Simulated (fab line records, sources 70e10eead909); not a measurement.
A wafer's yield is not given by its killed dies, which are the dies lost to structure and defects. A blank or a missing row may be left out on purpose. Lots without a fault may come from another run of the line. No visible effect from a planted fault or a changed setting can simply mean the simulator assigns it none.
fab line records | flow nand_harc | part 2 of 2: steps 29 to 44 of 44
[record] lots = 5 | wafers = 15 | last_day = 33
route steps=1302 shown A_BLC@1133 A_M0@1137 A_M1@1169
lots that met no fault: from a run of the same line without faults
start_h: hours from the record's opening day to when the first of the lot's shown wafers began | wait_h: how many hours have passed since the lot's step before this one | " unchanged from the row above | L1.1+2: a row that stands for several wafers | - no value, or no start was given | * or withheld: withheld | < > ~ a bound
route shown NAME@n: names a module that has steps shown in the file, with the first one's number in the route | usual: the fault-free wafers' mean and standard deviation | same: alike in all rows | chamber/n: place in a boat | sites: readings site by site | _std_site: the values' standard deviation | _edge_site: the outer-site mean with the inner-site mean subtracted | radius_mm: for every site, how far away it sits from the centre of the wafer | mask NAME#n: copy n | behind: the tool/chamber that last shaped the wafer | hold: the reason the lot was held/the length of the hold in hours/how it ended | device: transistor that didn't switch, given as n, p or np | end of line: tests of these same wafers at the route's end | for a step that has no rows: nothing shown but its recipe | killed: at the first sort, the dies lost to defects and structure; wafer yield is something else | map: dies across one wafer; x = killed, . = not, _ = none there
set.NAME: the run value of the setting; set.NAME@STEP: its run value at that earlier step | model.NAME: the simulator's own value behind a step, which no gauge read
lots seen at some steps along the route; tables by step, rows by wafer
services: when a tool's chamber went out of use (start_h, in hours from the record's first day, below 0 if earlier), for how many hours, and the reason
[[steps]]
[step NHARC_A_M0_CMP_23]
[recipe] t_overpolish_s = 20 | target_thk_nm = 113.75
[usual] motor_current_A = 11.5/1.2 | time_to_endpoint_s = 28.4/2.1
lot.wafer | tool   | chamber | start_h | wait_h | motor_current_A | time_to_endpoint_s
L076.1    | cmp-03 | 2       | 537.54  | -      | 13.4            | 30.5
L076.5    | "      | 3       | "       | "      | 11.4            | 31.2
L076.6    | "      | 0       | "       | "      | 11.7            | 30.4
L083.3    | cmp-01 | 3       | 615.46  | -      | 10.4            | 30.5
L083.2    | "      | 1       | "       | "      | 11.6            | 27.9
L083.5    | "      | 0       | "       | "      | 11.7            | 26.7
L090.4    | cmp-02 | 1       | 676.77  | -      | 10.4            | 27.0
L090.2    | "      | 2       | "       | "      | 12.2            | 26.2
L090.5    | "      | 1       | "       | "      | 10.9            | 26.4
L089.2    | cmp-02 | 3       | 678.03  | -      | 13.4            | 28.8
L089.1    | "      | 0       | "       | "      | 11.0            | 28.3
L089.6    | "      | 0       | "       | "      | 10.9            | 30.0
L097.2    | cmp-03 | 0       | 755.54  | -      | 12.0            | 29.3
L097.3    | "      | 2       | "       | "      | 13.0            | 29.3
L097.6    | "      | 0       | "       | "      | 12.1            | 28.7
[step NHARC_A_M0_THK_MEAS_24]
[recipe] thk_meas_gauge = xrf
[usual] thk_nm = 113.6/1.4
lot.wafer | tool          | chamber | start_h | wait_h | thk_nm
L076.1    | film_metro-01 | -       | 537.77  | -      | 112.9
L076.5    | "             | -       | "       | "      | 112.9
L076.6    | "             | -       | "       | "      | 113.1
L083.2    | film_metro-01 | -       | 615.77  | -      | 115.7
L083.3    | "             | -       | "       | "      | 116.2
L083.5    | "             | -       | "       | "      | 113.9
L090.2    | film_metro-02 | -       | 677.09  | -      | 109.6
L090.4    | "             | -       | "       | "      | 112.2
L090.5    | "             | -       | "       | "      | 112.6
L089.1    | film_metro-02 | -       | 678.34  | -      | 113.5
L089.2    | "             | -       | "       | "      | 112.5
L089.6    | "             | -       | "       | "      | 111.7
L097.2    | film_metro-02 | -       | 755.83  | -      | 112.7
L097.3    | "             | -       | "       | "      | 114.4
L097.6    | "             | -       | "       | "      | 112.1
[step NHARC_A_M0_SRD_25]
lot.wafer  | tool         | chamber | start_h | wait_h
L076.6+5+1 | wet_bench-10 | 4,5,6   | 537.82  | 0.0
L083.3+5+2 | wet_bench-10 | 4,5,1   | 615.81  | 0.0
L090.4+2+5 | wet_bench-08 | 7,0,2   | 677.13  | 0.0
L089.2+6+1 | wet_bench-10 | 4,6,0   | 678.39  | 0.0
L097.6+3+2 | wet_bench-10 | 5,7,1   | 755.87  | 0.0
[step NHARC_A_M0_INSPECT_27]
[usual] raw_defect_count = 493/87
lot.wafer | tool              | chamber | start_h | wait_h | raw_defect_count
L076.1    | defect_inspect-01 | -       | 537.93  | 0.0    | 449
L076.5    | "                 | -       | "       | "      | 539
L076.6    | "                 | -       | "       | "      | 516
L083.2    | defect_inspect-01 | -       | 615.93  | 0.0    | 491
L083.3    | "                 | -       | "       | "      | 429
L083.5    | "                 | -       | "       | "      | 473
L090.2    | defect_inspect-02 | -       | 677.24  | 0.0    | 607
L090.4    | "                 | -       | "       | "      | 438
L090.5    | "                 | -       | "       | "      | 499
L089.1    | defect_inspect-02 | -       | 678.50  | 0.0    | 358
L089.2    | "                 | -       | "       | "      | 438
L089.6    | "                 | -       | "       | "      | 426
L097.2    | defect_inspect-01 | -       | 755.99  | 0.0    | 392
L097.3    | "                 | -       | "       | "      | 507
L097.6    | "                 | -       | "       | "      | 408
[step NHARC_A_M0_PRE_CLEAN_31]
[recipe] time_s = 12 | temp_c = 370 | rf_power_w = 300 | gas = NH3
[usual] heater_power_w = 611/98 | susceptor_temp_C = 370.06/0.22
lot.wafer | tool     | chamber | start_h | wait_h | heater_power_w | susceptor_temp_C
L076.1    | pecvd-03 | 1       | 538.02  | 0.1    | 627            | 370.03
L076.5    | "        | 2       | "       | "      | 647            | 370.31
L076.6    | "        | 1       | "       | "      | 637            | 370.30
L083.2    | pecvd-01 | 2       | 616.01  | 0.1    | 429            | 370.00
L083.3    | "        | 0       | "       | "      | 817            | 370.20
L083.5    | "        | 0       | "       | "      | 774            | 369.94
L090.2    | pecvd-02 | 1       | 677.34  | 0.1    | 700            | 369.56
L090.5    | "        | 2       | "       | "      | 634            | 369.94
L090.4    | "        | 1       | "       | "      | 710            | 369.85
L089.2    | pecvd-02 | 0       | 678.57  | 0.1    | 537            | 370.06
L089.1    | "        | 1       | "       | "      | 705            | 370.08
L089.6    | "        | 1       | "       | "      | 711            | 369.92
L097.2    | pecvd-03 | 1       | 756.06  | 0.1    | 602            | 370.04
L097.3    | "        | 1       | "       | "      | 582            | 370.35
L097.6    | "        | 2       | "       | "      | 682            | 370.34
[step NHARC_A_M0_DEP_32]
[recipe] target_thk_a = 300 | temp_c = 370 | target_thk_nm = 30 | pressure_torr = 3 | flow_sccm = 200 | rf_w = 450 | material = SiCN
[usual] heater_power_w = 558/100 | susceptor_temp_C = 369.99/0.21
lot.wafer | tool     | chamber | start_h | wait_h | heater_power_w | susceptor_temp_C
L076.1    | pecvd-03 | 1       | 538.16  | 0.1    | 502            | 369.82
L076.5    | "        | 2       | "       | "      | 639            | 369.70
L076.6    | "        | 1       | "       | "      | 495            | 369.91
L083.2    | pecvd-01 | 2       | 616.12  | 0.1    | 411            | 369.90
L083.3    | "        | 0       | "       | "      | 814            | 369.98
L083.5    | "        | 0       | "       | "      | 788            | 369.92
L090.2    | pecvd-02 | 1       | 677.48  | 0.1    | 628            | 370.04
L090.5    | "        | 2       | "       | "      | 553            | 369.99
L090.4    | "        | 1       | "       | "      | 652            | 370.08
L089.2    | pecvd-02 | 0       | 678.65  | 0.1    | 466            | 369.53
L089.1    | "        | 1       | "       | "      | 716            | 369.92
L089.6    | "        | 1       | "       | "      | 731            | 369.80
L097.2    | pecvd-03 | 1       | 756.18  | 0.1    | 535            | 369.55
L097.3    | "        | 1       | "       | "      | 548            | 370.00
L097.6    | "        | 2       | "       | "      | 594            | 370.19
[step NHARC_A_M1_DEP_00]
[recipe] target_thk_a = 1825 | target_thk_nm = 182.5 | temp_c = withheld | pressure_torr = 5 | flow_sccm = 200 | rf_w = 600 | material = SiOC
lot.wafer  | tool     | chamber | start_h | wait_h
L076.1+6+5 | pecvd-02 | 0,1,0   | 538.58  | -
L083.3+2+5 | pecvd-02 | 1,2,0   | 616.52  | -
L090.2+5+4 | pecvd-02 | 1,2,0   | -       | -
L089.1+2+6 | pecvd-03 | 0,2,0   | 679.06  | -
L097.3+2+6 | pecvd-01 | 1,2,0   | 756.77  | 0.4
[step NHARC_A_M1_DEHYDRATE_01]
[recipe] temp_c = 150 | time_s = 120
lot.wafer  | tool           | chamber | start_h | wait_h
L076.1+5+6 | litho_track-06 | 0       | 538.89  | -
L083.2+3+5 | litho_track-06 | 0       | 616.92  | -
L090.2+4+5 | litho_track-06 | 0       | 678.18  | -
L089.1+2+6 | litho_track-06 | 0       | 679.47  | -
L097.2+3+6 | litho_track-06 | 0       | 757.13  | -
[step NHARC_A_M1_HMDS_02]
[recipe] time_s = 30
lot.wafer  | tool           | chamber | start_h | wait_h
L076.1+5+6 | litho_track-06 | 0       | -       | -
L083.2+3+5 | litho_track-06 | 0       | -       | -
L090.2+4+5 | litho_track-06 | 0       | -       | -
L089.1+2+6 | litho_track-06 | 0       | -       | -
L097.2+3+6 | litho_track-06 | 0       | -       | -
[step NHARC_A_M1_COAT_34]
[recipe] temp_c = 200 | time_s = 65
lot.wafer  | tool           | chamber | start_h | wait_h
L076.1+5+6 | litho_track-06 | 0       | -       | -
L083.2+3+5 | litho_track-06 | 0       | -       | -
L090.2+4+5 | litho_track-06 | 0       | -       | -
L089.1+2+6 | litho_track-06 | 0       | -       | -
L097.2+3+6 | litho_track-06 | 0       | -       | -
[step NHARC_A_M1_COAT_03]
[recipe] spin_rpm = 1500 | resist_thk_nm = 90
lot.wafer  | tool           | chamber | start_h | wait_h
L076.1+5+6 | litho_track-06 | 0       | -       | -
L083.2+3+5 | litho_track-06 | 0       | -       | -
L090.2+4+5 | litho_track-06 | 0       | -       | -
L089.1+2+6 | litho_track-06 | 0       | -       | -
L097.2+3+6 | litho_track-06 | 0       | -       | -
[step NHARC_A_M1_SOFTBAKE_04]
[recipe] temp_c = 105 | time_s = 55
lot.wafer  | tool           | chamber | start_h | wait_h
L076.1+5+6 | litho_track-06 | 0       | -       | -
L083.2+3+5 | litho_track-06 | 0       | -       | -
L090.2+4+5 | litho_track-06 | 0       | -       | -
L089.1+2+6 | litho_track-06 | 0       | -       | -
L097.2+3+6 | litho_track-06 | 0       | -       | -
[step NHARC_A_M1_EBR_05]
lot.wafer  | tool           | chamber | start_h | wait_h
L076.1+5+6 | litho_track-06 | 0       | -       | -
L083.2+3+5 | litho_track-06 | 0       | -       | -
L090.2+4+5 | litho_track-06 | 0       | -       | -
L089.1+2+6 | litho_track-06 | 0       | -       | -
L097.2+3+6 | litho_track-06 | 0       | -       | -
[step NHARC_A_M1_EXPOSE_06]
[recipe] na = 1.35 | target_cd_nm = 120 | dose_mj = 75.13 | mask_id = A_M1
lot.wafer  | tool            | chamber | start_h | wait_h | mask
L076.1+5+6 | arfi_scanner-03 | 0       | 539.05  | -      | A_M1#0
L083.2+3+5 | arfi_scanner-03 | 0       | 617.22  | -      | A_M1#0
L090.2+4+5 | arfi_scanner-02 | 0       | 678.35  | -      | A_M1#0
L089.1+2+6 | arfi_scanner-03 | 0       | 679.76  | -      | A_M1#0
L097.2+3+6 | arfi_scanner-01 | 0       | 757.30  | -      | A_M1#0
[step NHARC_A_M1_PEB_07]
[recipe] peb_temp_c = 100 | peb_time_s = 65
[same] peb_time_s = 65
lot.wafer  | tool           | chamber | start_h | wait_h
L076.1+5+6 | litho_track-01 | 0       | 539.11  | 0.1
L083.2+3+5 | litho_track-01 | 0       | 617.27  | 0.1
L090.2+4+5 | litho_track-01 | 0       | 678.41  | 0.1
L089.1+2+6 | litho_track-01 | 0       | 679.82  | 0.1
L097.2+3+6 | litho_track-04 | 0       | 757.36  | 0.1
[step NHARC_A_M1_DEVELOP_08]
[recipe] develop_time_s = 35 | dev_temp_c = 23
lot.wafer  | tool           | chamber | start_h | wait_h
L076.1+5+6 | litho_track-01 | 0       | -       | -
L083.2+3+5 | litho_track-01 | 0       | -       | -
L090.2+4+5 | litho_track-01 | 0       | -       | -
L089.1+2+6 | litho_track-01 | 0       | -       | -
L097.2+3+6 | litho_track-04 | 0       | -       | -
[[services]]
tool           | chamber | start_h | hours | kind
pecvd-02       | 0       | 510.27  | 3.6   | repair
pvd_sputter-03 | -       | 525.09  | 1.0   | repair
pvd_sputter-03 | -       | 526.10  | 10.0  | pm
litho_track-06 | -       | 529.00  | 7.0   | pm
rie_diel-10    | 3       | 534.67  | 4.1   | repair
rie_diel-10    | 2       | 538.61  | 5.5   | repair
litho_track-04 | -       | 553.00  | 7.0   | pm
pecvd-02       | 1       | 559.37  | 4.9   | repair
rie_diel-10    | 1       | 562.81  | 3.9   | repair
pvd_sputter-02 | -       | 566.26  | 2.7   | repair
pecvd-02       | -       | 572.78  | 1.7   | repair
rie_diel-10    | -       | 582.01  | 0.2   | repair
rie_diel-10    | 1       | 583.64  | 6.0   | repair
pecvd-02       | -       | 590.01  | 13.0  | pm
rie_diel-10    | -       | 596.51  | 9.0   | pm
pvd_sputter-02 | -       | 646.78  | 10.0  | pm
litho_track-01 | -       | 680.00  | 7.0   | pm
litho_track-06 | -       | 704.00  | 7.0   | pm
pecvd-02       | 0       | 704.68  | 9.6   | repair
pecvd-02       | 2       | 714.10  | 12.9  | repair
rie_diel-10    | 3       | 714.20  | 7.8   | repair
rie_diel-10    | 1       | 718.69  | 11.0  | repair
litho_track-04 | -       | 728.00  | 7.0   | pm
pvd_sputter-02 | -       | 732.28  | 1.7   | repair
